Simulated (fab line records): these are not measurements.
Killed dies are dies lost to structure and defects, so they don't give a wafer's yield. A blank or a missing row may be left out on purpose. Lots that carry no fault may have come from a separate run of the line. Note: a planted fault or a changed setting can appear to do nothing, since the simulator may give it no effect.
Chamber matching    flow nand_harc    NHARC_A_BLC_ALD_23 on ald_metal-02: 4 sister chambers
The step deposits TiN, target thk 3 nm, pulse time 1 s, ald cycles 150. 4 wafers are shown with their chamber, then 7 later ones without.

== WAFERS, EACH WITH ITS CHAMBER ==
wafer   chamber  heater_power_w (W)
L831.1  3        907
L833.4  1        1182
L838.1  2        1127
L838.3  0        1030

== WAFERS WHOSE CHAMBER IS MISSING ==
wafer   heater_power_w (W)
L838.6  1071
L844.1  1060
L844.2  958
L844.4  1137
L848.1  975
L848.2  1049
L848.5  1156

== EACH ONE'S CHAMBER ==
wafer   from the rows above           in truth
L838.6  can't be placed: 0 or 2 or 1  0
L844.1  can't be placed: 0 or 2       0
L844.2  can't be placed: 3 or 0       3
L844.4  can't be placed: 2 or 1       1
L848.1  can't be placed: 0 or 3       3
L848.2  can't be placed: 0 or 2       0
L848.5  can't be placed: 1 or 2       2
Placed correctly: 0 of 7. Can't be placed from these rows: 7 (the true chamber is among the candidates in 7). Number placed wrongly: 0.
How it was worked out, from the rows above alone: a wafer's distance from a chamber is the root of the sum, over the readings, of the square of ((its reading less the chamber's mean) divided by the reading's scatter). If the next closest chamber is less than 2 further off than the closest, the wafer can't be placed; otherwise it belongs to the closest. The mean given for a chamber averages the wafers shown for that chamber. The scatter: with one shown wafer a chamber, the root of the mean of the squares of how far each hidden wafer lies from its nearest shown one.
